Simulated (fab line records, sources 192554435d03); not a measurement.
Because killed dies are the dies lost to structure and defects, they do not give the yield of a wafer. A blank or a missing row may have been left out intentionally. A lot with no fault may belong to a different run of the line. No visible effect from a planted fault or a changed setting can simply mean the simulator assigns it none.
fab line records	flow n5_finfet
record: lots: 7	wafers: 39
route steps=1938 shown BEOL_M6@1194 BEOL_M10@1533 BEOL_M12@1649 MIM_BOT@1833 PASSIVATION@1930
start_h: start of the lot's first displayed wafer, in hours after the record's first day	wait_h: how many hours have passed since the lot's step before this one	" identical to the entry in the row above	L1.1+2: a single row standing in for several wafers	- value missing, or start not given	* or withheld: withheld	< > ~ a bound
route shown NAME@n: NAME is a module with steps in the file, n the number in the route of the first one	usual: mean and standard deviation over wafers with no fault	same: alike in all rows	chamber/n: place in a boat	sites: the reading at each site	_std_site: how widely they spread, as a standard deviation	_edge_site: outer sites' mean less inner sites'	radius_mm: how far each site lies from the wafer's centre	mask NAME#n: copy n	behind: tool/chamber where the wafer was last shaped	hold: cause of the lot's hold/its duration in hours/its outcome	device: transistor that didn't switch, given as n, p or np	end of line: at the end of the route, the tests of the same wafers	a step given without rows: its recipe and nothing more	killed: count of dies lost to structure and defects at first sort (not the wafer's yield)	map: per-die view of a wafer (x killed, . not killed, _ where there is no die)
set.NAME: the setting as run; set.NAME@STEP: as run at that earlier step	model.NAME: the simulator's own value behind a step, which no gauge read
lots run with intentionally changed settings; tables by step, rows by wafer
== steps ==
step: N5_BEOL_M6_ILD_DEP_00
recipe: material: SiCOH_lowk	target_thk_a: 1797.5	temp_c: 300	precursor: DEMS/porogen	pressure_torr: 5	rf_w: 500	time_s: 33.4
lot.wafer	tool	chamber	start_h	wait_h	set.target_thk_a	model.SiCOH_lowk_of_BEOL_M6_ILD_DEP_00.thk_nm
L076.1	pecvd-04	2	211.13	0.0	1797.5	179.8
L076.2	"	1	"	"	1797.5	181.8
L076.3	"	0	"	"	2824	281.4
L076.4	"	1	"	"	1797.5	184.4
L076.5	"	0	"	"	2824	285.6
L076.6	"	2	"	"	2824	288.4
L079.1	pecvd-04	2	223.37	0.0	2118	206.4
L079.2	"	1	"	"	1797.5	175.8
L079.3	"	1	"	"	1797.5	179
L079.4	"	2	"	"	2118	210.6
L079.5	"	2	"	"	1797.5	180.6
L079.6	"	1	"	"	2118	212
L080.1	pecvd-03	0	226.77	0.0	1134	114.4
L080.2	"	1	"	"	1797.5	179
L080.3	"	1	"	"	1134	113.4
L080.4	"	0	"	"	1797.5	183.8
L080.5	"	1	"	"	1134	114
L080.6	"	0	"	"	1797.5	180.4
L083.1	pecvd-02	0	245.50	0.0	1797.5	178.6
L083.2	"	1	"	"	1797.5	178.4
L083.3	"	2	"	"	2700	269.6
L083.4	"	2	"	"	2700	272.8
L083.5	"	1	"	"	1797.5	180.4
L083.6	"	0	"	"	2700	271.8
L085.3	pecvd-04	0	252.88	0.0	1797.5	178.4
L085.4	"	1	"	"	1797.5	180
L085.5	"	2	"	"	1797.5	181.6
L090.1	pecvd-02	0	280.49	0.0	1797.5	180.2
L090.2	"	2	"	"	850	88.4
L090.3	"	1	"	"	1797.5	178.8
L090.4	"	1	"	"	850	90.2
L090.5	"	0	"	"	850	87.6
L090.6	"	2	"	"	1797.5	183
L091.1+2	pecvd-03	2,0	292.53	0.0	1797.5	176.6
L091.3	"	1	"	"	1797.5	177.4
L091.4	"	2	"	"	1797.5	181
L091.5	"	1	"	"	1797.5	179
L091.6	"	0	"	"	1797.5	183.2
step: N5_BEOL_M6_CURE_74
recipe: temp_c: 385	time_s: 240	ambient: He/Ar	material: SiCOH_lowk
lot.wafer	tool	chamber	start_h	wait_h	set.target_thk_a@BEOL_M6_ILD_DEP_00	model.SiCOH_lowk_of_BEOL_M6_ILD_DEP_00.thk_nm
L076.1	uv_cure-01	0	211.19	0.0	1797.5	155.2
L076.2	"	0	"	"	1797.5	156.8
L076.3	"	0	"	"	2824	244
L076.4	"	0	"	"	1797.5	159
L076.5	"	0	"	"	2824	247.8
L076.6	"	0	"	"	2824	250.4
L079.1	uv_cure-01	2	223.45	0.1	2118	178.2
L079.2	"	2	"	"	1797.5	151.6
L079.3	"	2	"	"	1797.5	154.4
L079.4	"	2	"	"	2118	181.8
L079.5	"	2	"	"	1797.5	155.6
L079.6	"	2	"	"	2118	183.2
L080.1	uv_cure-01	0	226.86	0.1	1134	98.4
L080.2	"	0	"	"	1797.5	154.4
L080.3	"	0	"	"	1134	97.4
L080.4	"	0	"	"	1797.5	158.6
L080.5	"	0	"	"	1134	98
L080.6	"	0	"	"	1797.5	155.6
L083.1	uv_cure-03	1	245.56	0.0	1797.5	154
L083.2	"	1	"	"	1797.5	153.8
L083.3	"	1	"	"	2700	233.6
L083.4	"	1	"	"	2700	236.4
L083.5	"	1	"	"	1797.5	155.6
L083.6	"	1	"	"	2700	235.6
L085.3	uv_cure-01	2	253.11	0.2	1797.5	153.8
L085.4	"	2	"	"	1797.5	155.2
L085.5	"	2	"	"	1797.5	156.6
L090.1	uv_cure-03	0	280.56	0.0	1797.5	155.4
L090.2	"	0	"	"	850	75.8
L090.3	"	0	"	"	1797.5	154.2
L090.4	"	0	"	"	850	77.4
L090.5	"	0	"	"	850	75
L090.6	"	0	"	"	1797.5	157.8
L091.1	uv_cure-02	2	292.60	0.0	1797.5	152.2
L091.2	"	2	"	"	1797.5	152.4
L091.3	"	2	"	"	1797.5	153
L091.4	"	2	"	"	1797.5	156.2
L091.5	"	2	"	"	1797.5	154.4
L091.6	"	2	"	"	1797.5	158
step: N5_BEOL_M6_THK_MEAS_01
recipe: reads: SiCOH_lowk_of_BEOL_M6_ILD_DEP_00
usual: M6_ILD_THK: 155.5/1.8
lot.wafer	tool	chamber	start_h	wait_h	set.target_thk_a@BEOL_M6_ILD_DEP_00	M6_ILD_THK[nm]
L076.1	film_metro-01	-	211.70	0.4	1797.5	155.1
L076.2	"	-	"	"	1797.5	156.7
L076.3	"	-	"	"	2824	244.0
L076.4	"	-	"	"	1797.5	159.1
L076.5	"	-	"	"	2824	247.8
L076.6	"	-	"	"	2824	250.4
L079.1	film_metro-01	-	223.97	0.4	2118	178.4
L079.2	"	-	"	"	1797.5	151.7
L079.3	"	-	"	"	1797.5	154.3
L079.4	"	-	"	"	2118	181.8
L079.5	"	-	"	"	1797.5	155.8
L079.6	"	-	"	"	2118	183.2
L080.1	film_metro-01	-	227.39	0.4	1134	98.3
L080.2	"	-	"	"	1797.5	154.4
L080.3	"	-	"	"	1134	97.4
L080.4	"	-	"	"	1797.5	158.7
L080.5	"	-	"	"	1134	98.0
L080.6	"	-	"	"	1797.5	155.8
L083.1	film_metro-02	-	246.08	0.4	1797.5	154.0
L083.2	"	-	"	"	1797.5	153.7
L083.3	"	-	"	"	2700	233.8
L083.4	"	-	"	"	2700	236.4
L083.5	"	-	"	"	1797.5	155.5
L083.6	"	-	"	"	2700	235.5
L085.3	film_metro-02	-	253.46	0.3	1797.5	153.9
L085.4	"	-	"	"	1797.5	155.5
L085.5	"	-	"	"	1797.5	156.7
L090.1	film_metro-01	-	281.07	0.4	1797.5	155.5
L090.2	"	-	"	"	850	75.8
L090.3	"	-	"	"	1797.5	154.2
L090.4	"	-	"	"	850	77.5
L090.5	"	-	"	"	850	75.0
L090.6	"	-	"	"	1797.5	157.9
L091.1	film_metro-02	-	293.12	0.4	1797.5	152.3
L091.2	"	-	"	"	1797.5	152.3
L091.3	"	-	"	"	1797.5	153.0
L091.4	"	-	"	"	1797.5	156.3
L091.5	"	-	"	"	1797.5	154.3
L091.6	"	-	"	"	1797.5	158.0
step: N5_BEOL_M10_DEP_56
recipe: material: SiCN	target_thk_a: 150	temp_c: withheld	precursor: 3MS/NH3	pressure_torr: 3	rf_w: 202	time_s: 26.5
lot.wafer	tool	chamber	start_h	wait_h	set.time_s	model.SiCN_of_BEOL_M10_DEP_56.thk_nm
L076.1	pecvd-03	0	256.35	0.0	26.5	15
L076.2	"	1	"	"	37.08	20.8
L076.3	"	2	"	"	37.08	21
L076.4+5	"	2,0	"	"	26.5	15.4
L076.6	"	1	"	"	37.08	21.2
L079.1+3	pecvd-03	1,2	261.99	0.0	26.5	15
L079.2	"	0	"	"	11.83	7
L079.4+6	"	1,0	"	"	11.83	7.2
L079.5	"	2	"	"	26.5	15.6
L080.1+4	pecvd-03	1,2	266.04	0.0	19.06	11.2
L080.2	"	0	"	"	26.5	15.2
L080.3	"	2	"	"	19.06	11
L080.5+6	"	0,1	"	"	26.5	15.4
L083.1+3	pecvd-03	0,2	281.66	0.0	26.5	14.8
L083.2+6	"	1,0	"	"	26.5	15
L083.4+5	"	1,2	"	"	26.5	15.2
L085.3	pecvd-04	1	298.51	0.0	26.5	14.8
L085.4+5	"	2,0	"	"	26.5	15
L090.1+4	pecvd-02	0,2	326.45	0.0	26.5	15
L090.2+3	"	1,2	"	"	26.5	14.8
L090.5+6	"	1,0	"	"	26.5	15.2
L091.1	pecvd-04	1	331.85	0.0	26.5	14.6
L091.2+4+5+6	"	2,2,1,0	"	"	26.5	15
L091.3	"	0	"	"	26.5	14.8
step: N5_BEOL_M12_SPUTTER_44
recipe: material: Ta	target_thk_a: 100	temp_c: 50	bias_v: 80	power_w: 15000	chamber_pressure_pa: 0.07	time_s: 16.13
lot.wafer	tool	chamber	start_h	wait_h	set.time_s	model.Ta_of_BEOL_M12_SPUTTER_44.thk_nm
L076.1+2+3	pvd_sputter-01	-	270.66	0.0	16.13	10
L076.4+5+6	"	-	"	"	8.567	5.4
L079.1	pvd_sputter-01	-	276.06	0.0	16.13	10
L079.2+3+6	"	-	"	"	13.08	8.2
L079.4+5	"	-	"	"	16.13	10.2
L080.1+4+6	pvd_sputter-01	-	279.48	0.0	20.3	12.8
L080.2+5	"	-	"	"	16.13	10.2
L080.3	"	-	"	"	16.13	10.4
L083.1+3+4	pvd_sputter-01	-	296.40	0.0	8.066	5
L083.2+5+6	"	-	"	"	16.13	10
L085.3+4	pvd_sputter-03	-	312.38	0.0	16.13	9.8
L085.5	"	-	"	"	16.13	10
L090.1+6	pvd_sputter-02	-	337.21	0.0	8.124	5.2
L090.2	"	-	"	"	8.124	5
L090.3+5	"	-	"	"	16.13	10
L090.4	"	-	"	"	16.13	10.2
L091.1+2+3+4+5	pvd_sputter-01	-	344.30	0.0	16.13	10.2
L091.6	"	-	"	"	16.13	10.4
step: N5_BEOL_M12_SPUTTER_45
recipe: material: Cu	target_thk_a: 800	temp_c: -20	bias_v: 60	power_w: 26000	chamber_pressure_pa: 0.13	time_s: 13.33
step: N5_BEOL_M12_ECD_47
recipe: material: Cu	target_thk_a: 7200
step: N5_BEOL_M12_ANNEAL_48
recipe: temp_c: 225	time_s: 90	ambient: N2
step: N5_BEOL_M12_CMP_49
recipe: stop_on: SiOC	t_overpolish_s: 20.6	down_force_psi: 1	platen_rpm: 50	clearing_platen_down_force_psi: 1.5	clearing_platen_rpm: 50	post_cmp_clean: cu_alkaline	target_thk_nm: 320	clearing_platen_pad_velocity_m_s: 0.99484	pad_velocity_m_s: 0.99484
usual: barrier_field_endpoint_s: 30.4/0.79
lot.wafer	tool	chamber	start_h	wait_h	set.time_s@BEOL_M12_SPUTTER_44	barrier_field_endpoint_s
L076.1	cmp-03	1	271.66	0.3	16.13	30.4
L076.3	"	2	"	"	16.13	30.2
L076.2	"	3	"	"	16.13	30.8
L076.4	"	0	"	"	8.567	23.9
L076.5	"	1	"	"	8.567	25.0
L076.6	"	2	"	"	8.567	25.4
L079.1	cmp-01	2	276.70	0.3	16.13	30.4
L079.4	"	3	"	"	16.13	30.7
L079.3	"	0	"	"	13.08	28.5
L079.2	"	1	"	"	13.08	28.9
L079.5	"	2	"	"	16.13	30.5
L079.6	"	3	"	"	13.08	28.2
L080.1	cmp-01	2	280.30	0.3	20.3	34.5
L080.4	"	3	"	"	20.3	35.4
L080.3	"	0	"	"	16.13	30.6
L080.2	"	1	"	"	16.13	31.6
L080.6	"	2	"	"	20.3	35.8
L080.5	"	3	"	"	16.13	31.7
L083.4	cmp-01	2	297.04	0.1	8.066	24.7
L083.3	"	3	"	"	8.066	24.5
L083.2	"	0	"	"	16.13	29.4
L083.1	"	1	"	"	8.066	25.1
L083.6	"	2	"	"	16.13	30.1
L083.5	"	3	"	"	16.13	31.2
L085.3	cmp-01	2	313.45	0.2	16.13	30.1
L085.4	"	3	"	"	16.13	29.5
L085.5	"	2	"	"	16.13	30.6
L090.3	cmp-03	0	337.84	0.2	16.13	30.9
L090.2	"	1	"	"	8.124	25.7
L090.4	"	2	"	"	16.13	31.9
L090.1	"	3	"	"	8.124	25.1
L090.6	"	0	"	"	8.124	25.0
L090.5	"	1	"	"	16.13	31.5
L091.3	cmp-02	0	344.94	0.2	16.13	31.5
L091.4	"	1	"	"	16.13	30.3
L091.2	"	2	"	"	16.13	32.5
L091.1	"	3	"	"	16.13	31.0
L091.6	"	0	"	"	16.13	31.8
L091.5	"	1	"	"	16.13	32.0
step: N5_MIM_BOT_SPUTTER_00
recipe: material: TiN	target_thk_a: 350	temp_c: 200	power_w: 3000	chamber_pressure_pa: 0.49996	gas: Ar	reactive_partial_pa: 0.37997	time_s: 89.7
lot.wafer	tool	chamber	start_h	wait_h	set.time_s	model.TiN_of_MIM_BOT_SPUTTER_00.thk_nm
L076.1	pvd_sputter-01	-	296.96	0.0	126	49.6
L076.2	"	-	"	"	126	49.8
L076.3+4+5	"	-	"	"	89.7	35.6
L076.6	"	-	"	"	126	49.4
L079.1	pvd_sputter-01	-	297.44	0.0	89.7	35.8
L079.2+3+6	"	-	"	"	89.7	35.4
L079.4	"	-	"	"	89.7	35.2
L079.5	"	-	"	"	89.7	35.6
L080.1+2+4	pvd_sputter-01	-	303.66	0.0	89.7	34.6
L080.3+5	"	-	"	"	89.7	34.8
L080.6	"	-	"	"	89.7	35
L083.1+6	pvd_sputter-02	-	319.23	0.0	89.7	35
L083.2	"	-	"	"	89.7	34.8
L083.3+4	"	-	"	"	60.66	24
L083.5	"	-	"	"	60.66	23.6
L085.3	pvd_sputter-01	-	332.05	0.0	89.7	36
L085.4+5	"	-	"	"	89.7	35.6
L090.1	pvd_sputter-03	-	356.82	0.0	89.7	35.8
L090.2+5	"	-	"	"	38.09	15
L090.3	"	-	"	"	38.09	14.8
L090.4+6	"	-	"	"	89.7	35.4
L091.1+4	pvd_sputter-03	-	370.16	0.0	89.7	35.4
L091.2	"	-	"	"	49.55	19.4
L091.3	"	-	"	"	89.7	35.6
L091.5	"	-	"	"	49.55	20
L091.6	"	-	"	"	49.55	19.6
step: N5_PASSIVATION_ETCH_54
recipe: chemistry: CHF3/O2	target: SiO2	target_depth_a: 8800	CHF3_flow_sccm: 50	O2_flow_sccm: 5	Ar_flow_sccm: 200	time_s: 440	mask_material: PR	pressure_mtorr: 30	source_w: 650	bias_w: 170	ion_energy_ev: 200
lot.wafer	tool	chamber	start_h	wait_h	set.target_depth_a	model.PASSIVATION.feature_depth_nm	model.etch.depth_nm
L076.1	rie_diel-06	3	307.07	0.1	3779	374.6	374.7
L076.2	"	1	"	"	8800	864	863.9
L076.3	"	0	"	"	3779	381.4	381.3
L076.4	"	2	"	"	8800	883.2	883.2
L076.5	"	2	"	"	8800	883.2	883.1
L076.6	"	1	"	"	3779	372.8	372.7
L080.1	rie_diel-04	3	312.43	0.1	8800	875.6	875.5
L080.2	"	2	"	"	8800	866	865.9
L080.3	"	1	"	"	8800	864.8	864.9
L080.4	"	0	"	"	8800	895	895.1
L080.5	"	2	"	"	8800	864.8	864.8
L080.6	"	3	"	"	8800	880.8	880.9
L079.1	rie_diel-04	3	314.69	0.1	8800	883.2	883.1
L079.2	"	0	"	"	8800	900.2	900.2
L079.3	"	2	"	"	6870	673.8	673.8
L079.4	"	1	"	"	8800	872.8	872.7
L079.5	"	3	"	"	6870	685.4	685.5
L079.6	"	2	"	"	6870	684.4	684.4
L083.1	rie_diel-05	3	329.45	0.1	8800	864.6	864.5
L083.2	"	2	"	"	3843	380.6	380.6
L083.3	"	0	"	"	3843	382.6	382.7
L083.4	"	1	"	"	8800	871.6	871.6
L083.5	"	2	"	"	3843	378.8	378.9
L083.6	"	1	"	"	8800	869.6	869.6
L085.3	rie_diel-06	2	339.50	0.1	8800	876	876.1
L085.4	"	0	"	"	8800	877	877
L085.5	"	3	"	"	8800	864.2	864.2
L090.1	rie_diel-04	3	365.73	0.1	8800	879.2	879.1
L090.2	"	1	"	"	8800	876.8	876.8
L090.3	"	0	"	"	8800	897.8	897.8
L090.4	"	2	"	"	8800	865	865
L090.5	"	1	"	"	8800	866.2	866.3
L090.6	"	2	"	"	8800	863.6	863.6
L091.1	rie_diel-04	1	386.84	0.1	13620	1342	1342
L091.2	"	3	"	"	8800	874.2	874.1
L091.3	"	0	"	"	8800	890	890.1
L091.4	"	1	"	"	13620	1356	1356
L091.5	"	0	"	"	8800	892.8	892.8
L091.6	"	3	"	"	13620	1350	1350
== key ==
split: step: N5_BEOL_M6_ILD_DEP_00	setting: target_thk_a	stated: 1797.5	by: wafer
response: step: N5_BEOL_M6_ILD_DEP_00	reading: model.SiCOH_lowk_of_BEOL_M6_ILD_DEP_00.thk_nm	change: +1.8	per: 1%	r: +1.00
response: step: N5_BEOL_M6_CURE_74	reading: model.SiCOH_lowk_of_BEOL_M6_ILD_DEP_00.thk_nm	change: +1.57	per: 1%	r: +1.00
response: step: N5_BEOL_M6_THK_MEAS_01	reading: M6_ILD_THK	change: +1.57	per: 1%	r: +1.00
split: step: N5_BEOL_M10_DEP_56	setting: time_s	stated: 26.5	by: wafer
response: step: N5_BEOL_M10_DEP_56	reading: model.SiCN_of_BEOL_M10_DEP_56.thk_nm	change: +0.146	per: 1%	r: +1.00
split: step: N5_BEOL_M12_SPUTTER_44	setting: time_s	stated: 16.13	by: wafer
response: step: N5_BEOL_M12_SPUTTER_44	reading: model.Ta_of_BEOL_M12_SPUTTER_44.thk_nm	change: +0.0992	per: 1%	r: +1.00
response: step: N5_BEOL_M12_CMP_49	reading: barrier_field_endpoint_s	change: +0.12	per: 1%	r: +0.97
split: step: N5_MIM_BOT_SPUTTER_00	setting: time_s	stated: 89.7	by: wafer
response: step: N5_MIM_BOT_SPUTTER_00	reading: model.TiN_of_MIM_BOT_SPUTTER_00.thk_nm	change: +0.352	per: 1%	r: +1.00
split: step: N5_PASSIVATION_ETCH_54	setting: target_depth_a	stated: 8800	by: wafer
response: step: N5_PASSIVATION_ETCH_54	reading: model.PASSIVATION.feature_depth_nm	change: +8.67	per: 1%	r: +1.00
response: step: N5_PASSIVATION_ETCH_54	reading: model.etch.depth_nm	change: +8.67	per: 1%	r: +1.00
